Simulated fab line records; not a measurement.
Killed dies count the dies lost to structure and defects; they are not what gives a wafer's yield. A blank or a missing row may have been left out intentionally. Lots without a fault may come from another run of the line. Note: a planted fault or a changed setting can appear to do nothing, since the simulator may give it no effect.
fab line records	flow n5_finfet
record lots=12	wafers=35	last_day=19
route steps=1938 shown BEOL_M5@1169 PASSIVATION@1936
lots untouched by any fault: they come from a run of this same line in which no faults occurred
start_h: the number of hours between the record's first day and the start of the first shown wafer of the lot	wait_h: hours elapsed since this lot's preceding step	" identical to the entry in the row above	L1.1+2: a row that stands for several wafers	- no value present, or no start provided	* or withheld: withheld	< > ~ a bound
route shown NAME@n: NAME is a module with steps in the file, n the number in the route of the first one	usual: mean/standard deviation of fault-free wafers	same: alike in all rows	chamber/n: place in a boat	sites: readings site by site	_std_site: the values' standard deviation	_edge_site: outer sites' mean less inner sites'	radius_mm: how far each site lies from the wafer's centre	mask NAME#n: copy n	behind: the most recent tool/chamber to have shaped the wafer	hold: reason for holding the lot/hours on hold/outcome of the hold	device: the transistor (n, p or np) that didn't switch	end of line: tests run on the same wafers once the route is complete	a step without rows: its recipe alone	killed: dies lost to structure and defects at the first sort, not the wafer's yield	map: shows each die of a wafer: x if killed, . if not, _ if none is there
set.NAME: setting as actually run; set.NAME@STEP: the setting as run at that earlier step	model.NAME: the simulator's own value behind a step, which no gauge read
a sample of lots followed through the steps of the route, with each step as a table and each wafer as a row
services: the hour from which a tool's chamber was out of use, counted from the record's first day as start_h (under 0 if before that day), plus the number of hours and why
## steps
# step N5_BEOL_M5_CURE_80
# recipe temp_c=370	time_s=120	ambient=DMADMS/He	material=SiCOH_lowk
# usual lamp_power_pct=52.31/0.057	wafer_temp_C_max=371.5/0.49
# same time_s=120
lot.wafer	tool	chamber	start_h	wait_h	lamp_power_pct	wafer_temp_C_max
L116.1	uv_cure-03	1	167.83	0.0	52.33	371.5
L116.3	"	1	"	"	52.39	372.2
L116.5	"	1	"	"	52.35	371.9
L119.1	uv_cure-03	1	184.71	0.1	52.37	372.2
L119.4	"	1	"	"	52.28	371.0
L119.6	"	1	"	"	52.29	372.0
L118.1	uv_cure-03	0	191.34	0.0	52.31	372.2
L118.4	"	0	"	"	52.30	371.6
L118.6	"	0	"	"	52.34	371.7
L117.2	uv_cure-01	1	191.85	0.1	52.31	371.0
L117.4	"	1	"	"	52.22	371.0
L117.6	"	1	"	"	52.26	371.4
L124.1	uv_cure-03	2	230.36	0.6	52.24	370.9
L124.4	"	2	"	"	52.29	371.1
L124.5	"	2	"	"	52.29	371.3
L126.1	uv_cure-02	2	258.38	0.1	52.23	370.9
L126.2	"	2	"	"	52.32	371.1
L128.1	uv_cure-02	2	269.82	0.0	52.35	371.0
L128.3	"	2	"	"	52.31	371.4
L128.5	"	2	"	"	52.39	371.0
L132.3	uv_cure-03	0	275.95	0.1	52.33	371.8
L132.4	"	0	"	"	52.29	372.0
L132.6	"	0	"	"	52.21	372.1
L134.3	uv_cure-03	2	295.61	0.1	52.31	371.7
L134.5	"	2	"	"	52.31	371.2
L134.6	"	2	"	"	52.28	371.3
L136.3	uv_cure-02	1	327.78	0.1	52.29	371.0
L136.5	"	1	"	"	52.29	371.3
L136.6	"	1	"	"	52.37	370.8
L138.1	uv_cure-02	2	329.53	0.0	52.28	371.2
L138.2	"	2	"	"	52.36	371.0
L138.5	"	2	"	"	52.20	371.2
L139.3	uv_cure-02	0	353.80	0.1	52.30	371.9
L139.4	"	0	"	"	52.20	372.6
L139.5	"	0	"	"	52.33	372.0
# step N5_BEOL_M5_PRE_CLEAN_45
# recipe gas=H2/He	time_s=30	temp_c=250
# usual heater_power_w=334/35
# same time_s=30
lot.wafer	tool	chamber	start_h	wait_h	heater_power_w
L116.1	pvd_sputter-01	-	168.37	0.0	380
L116.3	"	-	"	"	328
L116.5	"	-	"	"	324
L119.1	pvd_sputter-03	-	185.21	0.0	314
L119.4	"	-	"	"	292
L119.6	"	-	"	"	323
L118.1	pvd_sputter-02	-	191.70	0.0	289
L118.4	"	-	"	"	393
L118.6	"	-	"	"	399
L117.2	pvd_sputter-02	-	192.16	0.0	400
L117.4	"	-	"	"	289
L117.6	"	-	"	"	397
L124.1	pvd_sputter-01	-	232.70	0.0	328
L124.4	"	-	"	"	311
L124.5	"	-	"	"	371
L126.1	pvd_sputter-03	-	258.83	0.0	324
L126.2	"	-	"	"	321
L128.1	pvd_sputter-01	-	270.23	0.0	313
L128.3	"	-	"	"	376
L128.5	"	-	"	"	386
L132.3	pvd_sputter-01	-	278.29	0.0	333
L132.4	"	-	"	"	316
L132.6	"	-	"	"	383
L134.3	pvd_sputter-02	-	297.15	0.0	330
L134.5	"	-	"	"	289
L134.6	"	-	"	"	330
L136.3	pvd_sputter-02	-	328.46	0.0	297
L136.5	"	-	"	"	288
L136.6	"	-	"	"	333
L138.1	pvd_sputter-01	-	330.06	0.0	381
L138.2	"	-	"	"	328
L138.5	"	-	"	"	383
L139.3	pvd_sputter-01	-	354.37	0.0	320
L139.4	"	-	"	"	392
L139.5	"	-	"	"	311
# step N5_BEOL_M5_ANNEAL_84
# recipe temp_c=400	time_s=1800	ambient=vacuum
# usual heater_power_w=823/86
# same time_s=1800
lot.wafer	tool	chamber	start_h	wait_h	heater_power_w
L116.1	pvd_sputter-03	-	171.24	0.0	720
L116.3	"	-	"	"	795
L116.5	"	-	"	"	809
L119.1	pvd_sputter-03	-	188.46	0.0	783
L119.4	"	-	"	"	821
L119.6	"	-	"	"	795
L118.1	pvd_sputter-01	-	194.90	0.0	953
L118.4	"	-	"	"	822
L118.6	"	-	"	"	770
L117.2	pvd_sputter-02	-	203.01	0.0	776
L117.4	"	-	"	"	807
L117.6	"	-	"	"	808
L124.1	pvd_sputter-01	-	235.50	0.0	987
L124.4	"	-	"	"	813
L124.5	"	-	"	"	799
L126.1	pvd_sputter-03	-	261.89	0.0	746
L126.2	"	-	"	"	790
L128.1	pvd_sputter-02	-	273.17	0.0	996
L128.3	"	-	"	"	737
L128.5	"	-	"	"	982
L132.3	pvd_sputter-01	-	281.10	0.0	933
L132.4	"	-	"	"	788
L132.6	"	-	"	"	828
L134.3	pvd_sputter-01	-	300.10	0.0	826
L134.5	"	-	"	"	940
L134.6	"	-	"	"	909
L136.3	pvd_sputter-03	-	331.70	0.0	721
L136.5	"	-	"	"	721
L136.6	"	-	"	"	734
L138.1	pvd_sputter-01	-	333.01	0.0	959
L138.2	"	-	"	"	848
L138.5	"	-	"	"	961
L139.3	pvd_sputter-03	-	357.15	0.0	794
L139.4	"	-	"	"	747
L139.5	"	-	"	"	798
# step N5_BEOL_M5_CO_CAP_78
# recipe material=Co	target_thk_a=20	temp_c=200	precursor=CCTBA/H2	pressure_torr=30	time_s=102.1
# usual heater_power_outer_w=115/12	heater_power_w=233/31	run_length_s=124.8/0.56
lot.wafer	tool	chamber	start_h	wait_h	heater_power_outer_w	heater_power_w	run_length_s	since_wet_clean_h
L116.1	cvd_co-01	2	175.00	0.0	128	269	124.0	257
L116.3	"	0	"	"	103	194	125.2	716
L116.5	"	1	"	"	133	263	124.9	-
L119.1	cvd_co-02	0	191.51	0.0	120	254	125.2	952
L119.4	"	2	"	"	100	194	123.8	-
L119.6	"	1	"	"	114	226	125.5	-
L118.1	cvd_co-02	0	197.86	0.0	119	253	125.2	958
L118.4	"	1	"	"	115	223	125.5	-
L118.6	"	0	"	"	120	268	125.4	-
L117.2	cvd_co-02	2	205.97	0.0	100	197	123.7	507
L117.4	"	0	"	"	120	255	125.2	-
L117.6	"	2	"	"	98	194	123.9	-
L124.1	cvd_co-01	1	238.58	0.0	126	267	124.8	1217
L124.4	"	2	"	"	129	268	124.2	-
L124.5	"	1	"	"	125	257	124.9	-
L126.1	cvd_co-02	1	265.15	0.0	117	222	65.6	128
L126.2	"	0	"	"	120	265	125.6	1025
L128.1	cvd_co-02	2	276.38	0.0	98	195	65.0	577
L128.3	"	0	"	"	120	258	125.0	1036
L128.5	"	1	"	"	112	222	125.9	-
L132.3	cvd_co-01	1	284.08	0.0	131	268	124.8	1263
L132.4	"	1	"	"	129	261	124.3	-
L132.6	"	0	"	"	103	195	124.7	-
L134.3	cvd_co-01	0	303.06	0.0	107	205	125.6	844
L134.5	"	2	"	"	132	273	123.8	-
L134.6	"	1	"	"	131	261	124.3	-
L136.3	cvd_co-01	2	334.72	0.1	128	267	124.1	-
L136.5	"	2	"	"	131	272	124.5	-
L136.6	"	0	"	"	101	201	124.8	-
L138.1	cvd_co-02	2	335.98	0.0	99	196	123.9	637
L138.2	"	0	"	"	119	259	125.9	1096
L138.5	"	1	"	"	116	221	125.6	-
L139.3	cvd_co-01	2	360.11	0.0	131	271	125.0	442
L139.4	"	1	"	"	126	262	124.9	-
L139.5	"	0	"	"	104	199	125.2	-
# step N5_PASSIVATION_PROBE_49
# usual defect_limited_yield=91.4/1.5	killed_at_M0_to_M3=35/12	killed_at_M4_up=13/5.8	killed_at_contacts=12/5.5	killed_at_front_end=36/9.9	killed_at_other=4/3.7	killed_dies=101/18	killed_open=66/13	killed_short=33/8	sort_bin_4_leakage=0.00/0.016	sort_bin_5_function=5.0/1	sort_bin_6_memory=3.2/0.67	sort_n_pass=1079/18	sort_yield_pct=91.4/1.5
# same gross_dies=1180	killed_at_back_side=0	sort_bin_8_speed[%]=0
lot.wafer	tool	chamber	start_h	wait_h	defect_limited_yield[%]	killed_at_M0_to_M3	killed_at_M4_up	killed_at_contacts	killed_at_front_end	killed_at_other	killed_dies	killed_open	killed_short	sort_bin_4_leakage[%]	sort_bin_5_function[%]	sort_bin_6_memory[%]	sort_n_pass	sort_yield_pct[%]
L119.1	prober-02	-	290.28	0.0	89.2	47	40	9	30	1	127	85	40	0	5.9	4.6	1053	89.2
L119.4	prober-02	-	290.43	0.2	89.9	38	21	9	48	3	119	83	36	0	6.4	3.6	1061	89.9
L119.6	prober-02	-	290.53	0.3	89.2	34	29	10	54	1	128	88	39	0	6.1	4.6	1052	89.2
L118.1	prober-01	-	290.74	0.0	90.2	36	7	11	56	6	116	76	40	0	5.6	4.0	1064	90.2
L118.4	prober-01	-	290.89	0.2	89.4	38	20	12	48	7	125	85	40	0	5.7	4.1	1055	89.4
L118.6	prober-01	-	290.99	0.3	91.4	23	10	19	42	8	102	61	35	0	4.5	3.3	1078	91.4
L124.1	prober-02	-	330.38	0.0	92.6	24	8	17	36	2	87	59	23	0	3.9	2.9	1093	92.6
L124.4	prober-02	-	330.53	0.2	90.3	44	20	19	28	4	115	69	45	0	5.2	3.8	1065	90.3
L124.5	prober-02	-	330.58	0.2	91.8	37	10	21	24	5	97	68	29	0	5.1	2.8	1083	91.8
L128.1	prober-01	-	368.84	0.0	93.1	26	13	7	35	1	82	51	25	0	4.6	1.9	1098	93.1
L126.1	prober-01	-	370.15	0.0	90.1	43	21	13	35	5	117	76	39	0	6.3	3.4	1063	90.1
L126.2	prober-01	-	370.20	0.1	87.2	79	20	17	28	7	151	101	47	0	8.1	4.2	1029	87.2
L132.3	prober-02	-	377.18	0.1	92.4	37	7	13	21	12	90	58	32	0	4.2	3.2	1090	92.4
L132.4	prober-02	-	377.23	0.2	92.1	36	8	8	30	11	93	60	31	0	4.4	2.9	1087	92.1
L132.6	prober-02	-	377.33	0.3	91.3	21	13	18	36	15	103	64	39	0	4.3	4.1	1077	91.3
L139.3	prober-02	-	448.33	0.1	94.2	22	3	9	32	2	68	38	28	0	2.7	2.7	1112	94.2
L139.4	prober-02	-	448.38	0.2	88.9	45	10	20	54	2	131	93	38	0	7.1	3.7	1049	88.9
L139.5	prober-02	-	448.43	0.2	91.1	39	14	18	32	2	105	65	38	0	5.3	3.5	1075	91.1
# killed by level:class
L119.1 BEOL_M4:geometric_particle:open=26 BEOL_M2:geometric_particle:open=12 BEOL_M0_SAQP:geometric_particle:short=11 BEOL_M3:geometric_particle:open=10 BEOL_M4:geometric_particle:short=9 MOL_CONTACT_COAG:geometric_particle:open=8 GATE_CUT:geometric_particle:short=7 DUMMY_GATE:geometric_particle:open=5
L119.4 STI_FIN_REVEAL:geometric_particle:open=16 BEOL_M2:geometric_particle:open=13 FIN_SAQP:geometric_particle:open=9 BEOL_M3:geometric_particle:open=9 BEOL_M4:geometric_particle:open=9 FIN_SAQP:geometric_particle:short=8 MOL_CONTACT_COAG:geometric_particle:open=5 BEOL_M0_SAQP:geometric_particle:open=5
L119.6 BEOL_M4:geometric_particle:open=15 STI_FIN_REVEAL:geometric_particle:open=14 BEOL_M2:geometric_particle:open=13 MOL_CONTACT_COAG:geometric_particle:open=8 STI_FIN_REVEAL:geometric_particle:short=8 BEOL_M3:geometric_particle:open=7 FIN_SAQP:geometric_particle:open=5 BEOL_M1:geometric_particle:short=5
L118.1 STI_FIN_REVEAL:geometric_particle:open=10 BEOL_M0_SAQP:geometric_particle:open=10 FIN_SAQP:geometric_particle:open=9 BEOL_M0_SAQP:geometric_particle:short=9 FIN_SAQP:geometric_particle:short=7 DUMMY_GATE:geometric_particle:open=7 MOL_CONTACT_COAG:geometric_particle:open=7 BEOL_M2:geometric_particle:open=6
L118.4 FIN_SAQP:geometric_particle:open=18 MOL_CONTACT_COAG:geometric_particle:open=9 BEOL_M0_SAQP:geometric_particle:short=9 BEOL_M2:geometric_particle:open=9 BEOL_M4:geometric_particle:open=8 BEOL_M1:geometric_particle:open=7 STARTING-WAFER:geometric_particle:short=7 FIN_SAQP:geometric_particle:short=6
L118.6 MOL_CONTACT_COAG:geometric_particle:open=14 FIN_SAQP:geometric_particle:short=11 DUMMY_GATE:geometric_particle:open=7 FIN_SAQP:geometric_particle:open=6 BEOL_M4:geometric_particle:open=6 HKMG_FIN:area_etch=6 MOL_CONTACT_COAG:geometric_particle:short=5 BEOL_M0_SAQP:geometric_particle:short=5
L124.1 MOL_CONTACT_COAG:geometric_particle:open=14 DUMMY_GATE:geometric_particle:open=6 BEOL_M0_SAQP:geometric_particle:short=6 FIN_SAQP:geometric_particle:open=5 STI_FIN_REVEAL:geometric_particle:open=5 BEOL_M2:geometric_particle:open=5 BEOL_M3:geometric_particle:open=5 BEOL_M0_SAQP:geometric_particle:open=4
L124.4 MOL_CONTACT_COAG:geometric_particle:open=12 BEOL_M0_SAQP:geometric_particle:short=12 BEOL_M0_SAQP:geometric_particle:open=11 BEOL_M2:geometric_particle:open=9 STI_FIN_REVEAL:geometric_particle:open=7 MOL_CONTACT_COAG:geometric_particle:short=7 BEOL_M4:geometric_particle:open=6 BEOL_M3:geometric_particle:open=6
L124.5 MOL_CONTACT_COAG:geometric_particle:open=18 BEOL_M2:geometric_particle:open=9 FIN_SAQP:geometric_particle:short=7 BEOL_M0_SAQP:geometric_particle:open=7 BEOL_M3:geometric_particle:open=6 DUMMY_GATE:geometric_particle:open=5 BEOL_M0_SAQP:geometric_particle:short=5 BEOL_M1:geometric_particle:open=5
L128.1 MOL_CONTACT_COAG:geometric_particle:open=7 BEOL_M0_SAQP:geometric_particle:open=7 BEOL_M1:geometric_particle:open=7 SPACER0:geometric_particle:short=6 GATE_CUT:geometric_particle:short=4 STARTING-WAFER:geometric_particle:open=4 HKMG_FIN:area_etch=4 STI_FIN_REVEAL:geometric_particle:open=3
L126.1 BEOL_M4:geometric_particle:open=16 MOL_CONTACT_COAG:geometric_particle:open=11 BEOL_M0_SAQP:geometric_particle:short=9 BEOL_M0_SAQP:geometric_particle:open=9 STI_FIN_REVEAL:geometric_particle:open=6 BEOL_M0:geometric_particle:open=6 DUMMY_GATE:geometric_particle:open=5 BEOL_M1:geometric_particle:open=5
L126.2 BEOL_M0_SAQP:geometric_particle:open=20 BEOL_M0_SAQP:geometric_particle:short=19 MOL_CONTACT_COAG:geometric_particle:open=12 BEOL_M3:geometric_particle:open=12 STI_FIN_REVEAL:geometric_particle:open=10 BEOL_M1:geometric_particle:open=9 BEOL_M4:geometric_particle:open=8 MOL_CONTACT_COAG:geometric_particle:short=5
L132.3 MOL_CONTACT_COAG:geometric_particle:open=11 BEOL_M0_SAQP:geometric_particle:short=9 FIN_SAQP:geometric_particle:short=5 BEOL_M0_SAQP:geometric_particle:open=5 BEOL_M0:geometric_particle:open=5 BEOL_M1:geometric_particle:open=5 BEOL_M2:geometric_particle:open=5 FIN_SAQP:geometric_particle:open=4
L132.4 BEOL_M3:geometric_particle:open=12 FIN_SAQP:geometric_particle:open=8 FIN_SAQP:geometric_particle:short=7 BEOL_M2:geometric_particle:open=7 MOL_CONTACT_COAG:geometric_particle:open=6 BEOL_M1:geometric_particle:open=5 GATE_CUT:geometric_particle:short=5 BEOL_M0_SAQP:geometric_particle:short=5
L132.6 MOL_CONTACT_COAG:geometric_particle:open=17 FIN_SAQP:geometric_particle:short=11 FIN_SAQP:geometric_particle:open=8 BEOL_M0_SAQP:geometric_particle:short=6 BEOL_M3:geometric_particle:open=6 BEOL_M4:geometric_particle:open=5 MIM_BOT:geometric_particle:short=5 DUMMY_GATE:geometric_particle:open=4
L139.3 MOL_CONTACT_COAG:geometric_particle:open=7 BEOL_M0_SAQP:geometric_particle:open=7 STI_FIN_REVEAL:geometric_particle:open=5 DUMMY_GATE:geometric_particle:open=5 BEOL_M2:geometric_particle:open=5 FIN_SAQP:geometric_particle:short=4 BEOL_M0_SAQP:geometric_particle:short=4 FIN_SAQP:geometric_particle:open=3
L139.4 FIN_SAQP:geometric_particle:short=17 MOL_CONTACT_COAG:geometric_particle:open=16 STI_FIN_REVEAL:geometric_particle:open=12 BEOL_M0_SAQP:geometric_particle:open=12 BEOL_M1:geometric_particle:open=10 FIN_SAQP:geometric_particle:open=9 DUMMY_GATE:geometric_particle:open=8 BEOL_M3:geometric_particle:open=8
L139.5 MOL_CONTACT_COAG:geometric_particle:open=13 BEOL_M3:geometric_particle:open=8 BEOL_M0_SAQP:geometric_particle:short=7 STI_FIN_REVEAL:geometric_particle:open=7 FIN_SAQP:geometric_particle:short=6 BEOL_M2:geometric_particle:open=6 FIN_SAQP:geometric_particle:open=5 MOL_CONTACT_COAG:geometric_particle:short=5
## services
tool	chamber	start_h	hours	kind
cvd_co-01	-	167.86	6.9	pm
uv_cure-01	-	172.52	1.0	pm
uv_cure-02	-	178.61	42.8	repair
cvd_co-02	-	210.13	0.5	repair
uv_cure-03	-	219.56	0.6	repair
uv_cure-01	-	228.44	7.5	pm
uv_cure-02	-	228.80	7.5	pm
uv_cure-03	-	257.37	1.0	pm
uv_cure-01	-	263.48	1.6	repair
uv_cure-02	-	277.83	1.0	pm
cvd_co-01	1	294.59	7.7	repair
uv_cure-03	-	302.85	2.1	pm
uv_cure-03	-	305.90	7.5	pm
cvd_co-01	1	333.33	-	clean
cvd_co-01	1	333.33	22.0	scheduled_down
cvd_co-01	1	333.33	22.0	vent_cycle
uv_cure-03	-	334.19	3.4	pm
cvd_co-01	-	347.99	6.0	pm
## key
first_sign step=N5_BEOL_M5_CO_CAP_78	reading=run_length_s	direction=down	sigmas=99+	usual=*	struck=*
effect none on later readings
met_at N5_BEOL_M5_CO_CAP_78
struck_lots L126,L128
struck_wafers L126.1,L128.1
not_acting_at N5_BEOL_M5_CURE_80,N5_BEOL_M5_PRE_CLEAN_45,N5_BEOL_M5_ANNEAL_84
onset_between 205.97 265.15
fault kind=process_parameter_drift	tool=cvd_co-02	chamber=-	onset_h=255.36	steps=N5_BEOL_M5_CO_CAP_78	channel=time_s	offset=*	shape=step	end_h=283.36	scope=struck_wafers_only	acts_in=*	stated=*
